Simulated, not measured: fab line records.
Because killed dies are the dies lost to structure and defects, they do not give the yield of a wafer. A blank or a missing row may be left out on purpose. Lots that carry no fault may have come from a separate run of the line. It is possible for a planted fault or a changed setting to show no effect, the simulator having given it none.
Split-lot study    flow n5 finfet    on a route of 1938 steps: 7 lots, 21 wafers read

THE SPLIT ITSELF
At N5_GATE_CUT_DESCUM_18 (chemistry O2, time 7 s), the setting time s was moved away from the recipe's 7 s on 7 of the 21 wafers read, by -21.9% to +13.1%. For the rest of the wafers, this setting stayed at what the recipe calls for.

Split to reading: the file shows no intervening step.

THE READING
CAR-EUV_of_GATE_CUT_COAT_07.thk nm (the simulator's own value, which no gauge read), in nm, at N5_GATE_CUT_ETCH_36 (etches SiARC in CF4, target depth 13 nm, time 21.7 s). No usual value for it is given in the file. Across the 14 wafers here that went through the recipe, the average is 7.0 nm and the standard deviation 0.15 nm.

wafer   tool, chamber at the split  time s as run, s  against the recipe  CAR-EUV_of_GATE_CUT_COAT_07.thk nm, nm  against lot-mates on the recipe
L076.2  rie diel-05, 1,2            7                 recipe              6.6                                     -
L076.3  rie diel-05, 1,2            7                 recipe              6.8                                     -
L076.6  rie diel-05, 1              7                 recipe              6.8                                     -
L077.2  rie diel-05, 0              7                 recipe              7.2                                     -
L077.5  rie diel-05, 0              5.941             -15.1%              7.8                                     +0.8
L077.6  rie diel-05, 1              7                 recipe              6.8                                     -
L084.2  rie diel-06, 2              7.914             +13.1%              6.6                                     -0.4
L084.4  rie diel-06, 1              7                 recipe              7                                       -
L084.6  rie diel-06, 1              7                 recipe              7                                       -
L086.1  rie diel-02, 2              6.076             -13.2%              7.4                                     +0.4
L086.3  rie diel-02, 0              7                 recipe              7                                       -
L086.5  rie diel-02, 0              7                 recipe              7                                       -
L087.1  rie diel-06, 1,2            7                 recipe              7                                       -
L087.5  rie diel-06, 1,2            7                 recipe              7                                       -
L087.2  rie diel-06, 0              6.427             -8.2%               7.4                                     +0.4
L094.1  rie diel-02, 3              5.464             -21.9%              8                                       +0.9
L094.5  rie diel-02, 2,3            7                 recipe              7                                       -
L094.6  rie diel-02, 2,3            7                 recipe              7.2                                     -
L096.3  rie diel-02, 3              6.554             -6.4%               7.4                                     +0.4
L096.6  rie diel-02, 3              6.554             -6.4%               7.4                                     +0.4
L096.4  rie diel-02, 0              7                 recipe              7                                       -
When a row names more than one chamber, that row covers several wafers, and the file does not tell which wafer ran in which chamber.

FIT RESULTS
A straight line over all 21 wafers: CAR-EUV_of_GATE_CUT_COAT_07.thk nm changes by -0.0444 nm for each +1% of time s; r = -0.90; the points scatter about the line by 0.16 nm.
The same after taking each lot's own level away (the mean of its wafers on the recipe; 21 wafers): -0.041 nm for each +1%; r = -0.94; scatter 0.11 nm.
On that fit, the largest move of time s shifts the reading by 0.9 nm.
From 6.73 to 7.10 nm: that is the span of the lots' own levels, equal to 2.4 times the standard deviation above.
So the lot-to-lot level changes the slope little: the two slopes agree.
Check: with one of the wafers moved furthest among these (-21.9%) left out of the fit, the line predicts +0.939 nm for it against its lot-mates. It came out at +0.9 nm against them.

ADDITIONAL SPLITS CARRIED BY THESE WAFERS
Other splits were also applied to these wafers ahead of the reading. Each is held against what the fit with the lots' levels taken away leaves over:
other split on the same wafers    wafers away from the commonest value  r with CAR-EUV_of_GATE_CUT_COAT_07.thk nm (lot level and that fit taken away)
N5_SD_EPI_P_COAT_03 spin rpm      4                                     +0.03
N5_HKMG_FIN_HK_ALD_01 ald cycles  6                                     -0.14
N5_HKMG_FIN_COAT_06 spin rpm      11                                    -0.24
N5_HKMG_FIN_EXPOSE_09 dose mj     8                                     -0.11

THE WHOLE CHAIN: every reading that the file lists as answering this split, in the file's order
step                   what it does                                          reading                                                                              change (the file's fit)                 r (the file's)
N5_GATE_CUT_DESCUM_18  chemistry O2, time 7 s                                CAR-EUV_of_GATE_CUT_COAT_07.thk nm (the simulator's own value, which no gauge read)  -0.0416 nm for each +1% of the setting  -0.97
N5_GATE_CUT_ETCH_36    etches SiARC in CF4, target depth 13 nm, time 21.7 s  CAR-EUV_of_GATE_CUT_COAT_07.thk nm (the simulator's own value, which no gauge read)  -0.0414 nm for each +1% of the setting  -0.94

FILE'S OWN FIT
CAR-EUV_of_GATE_CUT_COAT_07.thk nm changes by -0.0414 nm for each +1% of time s, r = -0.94.
